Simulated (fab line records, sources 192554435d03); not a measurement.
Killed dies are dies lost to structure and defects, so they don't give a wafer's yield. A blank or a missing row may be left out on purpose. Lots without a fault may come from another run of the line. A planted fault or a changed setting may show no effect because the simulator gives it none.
Chamber matching | flow n5_finfet | N5_BEOL_M6_CURE_75 on uv_cure-02: 3 sister chambers
The step cures SiCOH lowk, time 120 s. 16 wafers are shown with their chamber, then 8 later ones without.

WAFERS WITH THEIR CHAMBER
wafer  | chamber | wafer_temp_C_max | lamp_power_pct (%)
L078.3 | 1       | 371.0            | 52.35
L078.4 | 1       | 371.5            | 52.29
L078.6 | 1       | 371.9            | 52.32
L082.2 | 1       | 371.2            | 52.31
L082.3 | 1       | 371.3            | 52.37
L082.6 | 1       | 371.2            | 52.26
L085.4 | 0       | 371.8            | 52.36
L085.5 | 0       | 371.4            | 52.38
L085.6 | 0       | 371.8            | 52.32
L089.1 | 0       | 371.5            | 52.34
L089.3 | 0       | 372.5            | 52.32
L089.4 | 0       | 371.5            | 52.34
L091.3 | 1       | 371.2            | 52.43
L091.4 | 1       | 371.0            | 52.32
L091.6 | 1       | 371.0            | 52.38
L093.1 | 2       | 373.0            | 52.30

SIGNATURES (means of the wafers above)
reading          | chamber 0 | chamber 1 | chamber 2 | scatter within a chamber
wafer_temp_C_max | 371.750   | 371.256   | 373.000   | 0.339
lamp_power_pct   | 52.3433   | 52.3367   | 52.3000   | 0.0429
Rule: a wafer's distance from a chamber is the root of the sum, over the readings, of the square of ((its reading less the chamber's mean) divided by the reading's scatter). The wafer belongs to the nearest chamber; if the next one is less than 2 further off, it can't be placed. The scatter: the root of (the sum of the squares of (reading less its chamber's mean) over the shown wafers, divided by (wafers less chambers)).

WAFERS WITHOUT THEIR CHAMBER
wafer  | wafer_temp_C_max | lamp_power_pct (%)
L093.4 | 373.0            | 52.38
L093.6 | 371.9            | 52.30
L095.3 | 371.2            | 52.29
L095.5 | 370.9            | 52.29
L095.6 | 370.3            | 52.29
L097.2 | 370.9            | 52.35
L097.4 | 370.8            | 52.23
L097.5 | 371.1            | 52.29

WHICH CHAMBER EACH WENT THROUGH
wafer  | from the rows above     | in truth
L093.4 | can't be placed: 2 or 0 | 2
L093.6 | can't be placed: 0 or 1 | 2
L095.3 | can't be placed: 1 or 0 | 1
L095.5 | can't be placed: 1 or 0 | 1
L095.6 | can't be placed: 1 or 0 | 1
L097.2 | can't be placed: 1 or 0 | 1
L097.4 | can't be placed: 1 or 0 | 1
L097.5 | can't be placed: 1 or 0 | 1
Placed correctly: 0 of 8. Can't be placed from these rows: 8 (the true chamber is among the candidates in 7). Placed wrongly: 0.
